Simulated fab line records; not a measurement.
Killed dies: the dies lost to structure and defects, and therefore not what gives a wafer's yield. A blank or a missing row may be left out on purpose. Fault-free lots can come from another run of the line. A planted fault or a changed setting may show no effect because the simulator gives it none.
Comparing a struck lot with a sound one	flow n5Finfet	15 out of 1938 route steps
Sound: wafers L293.2, L293.4, L293.5. Struck: wafers L298.2, L298.4. (L298.3 of the same lot was not struck and is left out.) The cause comes at the end.
Per side, at each step with rows, come the tool, then ch with its chambers, and then its first start. Under that, the readings that differ: sound wafers	struck wafers	difference of the means	sigmas: that difference in standard deviations of wafers without a fault.
alike: same words and numbers on both sides, and readings whose means sit less than 2 such deviations apart. not compared: any withheld reading, any reading some wafer has no value for, any bound like >300 that may hide the same value, and any number with overlapping values for which the record gives no deviation.
A row with sigmas, a row that says differs or no value, or rows on one side alone: a step with any of these is where the two part. When numbers do not overlap yet have no deviation, they are printed without sigmas and do not part them. A reading missing from all wafers of one side parts the sides only when that side holds two or more wafers.

first, 8 steps without rows for these wafers: N5_MOL_CONTACT_COAG_COAT_63 (time 60 s, resist thk 10 nm); N5_MOL_CONTACT_COAG_COAT_64 (time 60 s, resist thk 10 nm); N5_MOL_CONTACT_COAG_COAT_34 (resist thk 40 nm); N5_MOL_CONTACT_COAG_EBR_36; N5_MOL_CONTACT_COAG_SOFTBAKE_35 (time 60 s); N5_MOL_CONTACT_COAG_EXPOSE_37 (exposes mask VD, defocus 0 nm); N5_MOL_CONTACT_COAG_PEB_38 (peb time 60 s); N5_MOL_CONTACT_COAG_DEVELOP_39 (develop time 30 s).
N5_MOL_CONTACT_COAG_CD_MEAS_40 targets a cd of 25.1 nm.
  sound on cdSem-01 ch 0, day 6 08:19; struck on cdSem-02 ch 0, day 7 13:00
  alike: cdNm
N5_MOL_CONTACT_COAG_OVL_MEAS_41:
  sound on overlay-01 ch 0, day 6 08:21; struck on overlay-01 ch 0, day 7 13:02
  alike: VD_OVL
N5_MOL_CONTACT_COAG_INSPECT_42: inspects for defects (brightfield).
  sound on defectInspect-02, day 6 08:24; struck on defectInspect-01, day 7 13:05
  alike: rawDefectCount
N5_MOL_CONTACT_COAG_DESCUM_45: chemistry O2, time 7 s.
  sound on rieDiel-06 ch 1,2, day 6 08:26; struck on rieDiel-02 ch 3, day 7 13:07
reading	sound	struck	difference	sigmas
showerheadPlenumPTorr (Torr)	2.07 2.11 2.11	2.23 2.23	+0.13	+3
  alike: drypumpMotorCurrentA, oesProductAu, rfVppV, throttleValvePct
  not compared: rfHoursCounterH
N5_MOL_CONTACT_COAG_ETCH_65: etches underlayer in N2/H2, target depth 13 nm, time 10.4 s.
  sound on rieDiel-06 ch 1,2, day 6 08:28; struck on rieDiel-02 ch 3, day 7 13:11
reading	sound	struck	difference	sigmas
etchRfOnTimeS (s)	10.63 10.26 10.23	12.90 12.82	+2.49	+12
rfVppV (V)	523.6 523.8 525.2	528.4 528.9	+4.4	+2
  alike: drypumpMotorCurrentA, oesProductAu, showerheadPlenumPTorr, throttleValvePct
  not compared: rfHoursCounterH
N5_MOL_CONTACT_COAG_ETCH_66: etches SiARC in CF4, target depth 13 nm, time 21.7 s.
  sound on rieDiel-06 ch 1,2, day 6 08:29; struck on rieDiel-02 ch 3, day 7 13:13
  alike: drypumpMotorCurrentA, etchRfOnTimeS, oesProductAu, rfVppV, showerheadPlenumPTorr, throttleValvePct
  not compared: rfHoursCounterH
-- record jumps: 4 days separate the struck wafers' starts on either side; left off in module MOL_CONTACT_COAG, taken up again in module BEOL_M4, whose first shown step is the route's number 1111 --
N5_BEOL_M4_RC_MEAS_101:
  sound on prober-01 ch 0, day 10 22:37; struck on prober-02 ch 0, day 11 12:54
reading	sound	struck	difference	sigmas
VT_P (mV)	-247 -247 -248	-256 -253	-7	-2
  alike: DIBL_N, DIBL_P, IOFF_N, IOFF_P, ION_N, ION_P, SS_N, SS_P, VT_N

## WHERE THEY PART
Earliest at N5_MOL_CONTACT_COAG_DESCUM_45; latest, in this record, at N5_BEOL_M4_RC_MEAS_101.

WHY: whatever the simulator had introduced
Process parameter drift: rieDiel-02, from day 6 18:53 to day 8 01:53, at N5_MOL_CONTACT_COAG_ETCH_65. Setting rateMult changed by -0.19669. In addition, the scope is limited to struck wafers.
